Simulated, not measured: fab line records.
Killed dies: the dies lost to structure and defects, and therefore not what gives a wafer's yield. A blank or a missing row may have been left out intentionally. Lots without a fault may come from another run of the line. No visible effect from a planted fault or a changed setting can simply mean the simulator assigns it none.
Chamber matching -- flow nand-harc -- 4 sister chambers for NHARC_P_M0_DESCUM_14 on rie-diel-13
The step chemistry O2, time 3 s. 33 wafers are shown with their chamber, then 12 later ones without.

== WAFERS PAIRED WITH THEIR CHAMBERS ==
wafer,chamber,drypump-motor-current-A (A),oes-product-au (a.u.),throttle-valve-pct (%)
L075.1,3,5.0,1.013,11.313
L075.2,0,6.7,1.016,11.314
L075.4,1,6.0,1.002,11.301
L074.1,3,5.0,1.013,11.312
L074.5,1,6.0,1.001,11.318
L074.6,2,5.9,0.998,11.305
L076.3,1,6.0,0.995,11.303
L076.4,0,6.6,1.021,11.317
L076.5,2,5.9,0.994,11.303
L079.1,0,6.7,1.003,11.316
L079.4,2,5.9,0.987,11.314
L079.5,0,6.7,1.007,11.314
L080.3,3,5.0,1.004,11.298
L080.5,1,6.0,0.999,11.313
L080.6,0,6.7,1.004,11.321
L081.3,0,6.7,1.007,11.323
L081.4,1,6.0,1.007,11.318
L081.6,0,6.7,1.005,11.327
L082.2,1,6.0,1.000,11.303
L082.3,0,6.7,0.997,11.305
L082.6,1,6.0,0.998,11.318
L085.1,1,6.0,1.006,11.322
L085.3,0,6.7,0.994,11.297
L085.4,3,5.0,1.002,11.304
L087.1,1,6.0,0.998,11.317
L087.2,3,5.0,1.006,11.309
L087.3,2,5.9,0.991,11.316
L088.2,3,5.0,1.003,11.305
L088.3,0,6.7,1.006,11.302
L088.6,0,6.6,0.997,11.316
L091.3,2,5.9,0.986,11.316
L091.4,3,5.0,1.011,11.306
L091.6,3,5.0,1.004,11.322

SIGNATURES (averages over the wafers above)
reading,chamber 0,chamber 1,chamber 2,chamber 3,scatter within a chamber
drypump-motor-current-A,6.682,6.000,5.900,5.000,0.0238
oes-product-au,1.00518,1.00067,0.99120,1.00700,0.00589
throttle-valve-pct,11.31382,11.31256,11.31080,11.30862,0.00802
Rule: for a wafer and a chamber, the distance is found by dividing, reading by reading, the gap between the wafer's reading and the chamber's mean by the reading's scatter, squaring, summing and taking the root. If the next closest chamber is less than 2 further off than the closest, the wafer can't be placed; otherwise it belongs to the closest. The scatter is the square root of a quotient: the sum, over the shown wafers, of each reading's squared deviation from its chamber's mean, divided by wafers minus chambers.

== WAFERS WITH NO CHAMBER GIVEN ==
wafer,drypump-motor-current-A (A),oes-product-au (a.u.),throttle-valve-pct (%)
L092.2,6.0,0.996,11.311
L092.4,6.0,0.984,11.306
L092.5,6.0,0.987,11.304
L095.1,6.7,0.995,11.316
L095.4,5.9,0.979,11.311
L095.6,6.0,1.001,11.308
L094.1,6.7,1.002,11.315
L094.4,5.9,0.997,11.318
L094.6,6.7,1.012,11.333
L097.1,5.0,1.005,11.325
L097.4,6.7,1.004,11.329
L097.6,6.7,0.995,11.316

== WHICH CHAMBER EACH WENT THROUGH ==
wafer,from the rows above,in truth
L092.2,1,1
L092.4,can't be placed: 1 or 2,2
L092.5,can't be placed: 1 or 2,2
L095.1,0,0
L095.4,2,2
L095.6,1,1
L094.1,0,0
L094.4,2,2
L094.6,0,0
L097.1,3,3
L097.4,0,0
L097.6,0,0
Correctly placed: 10 of 12. Not placeable from these rows: 2 (in 2, the candidates include the true chamber). Placed wrongly: 0.
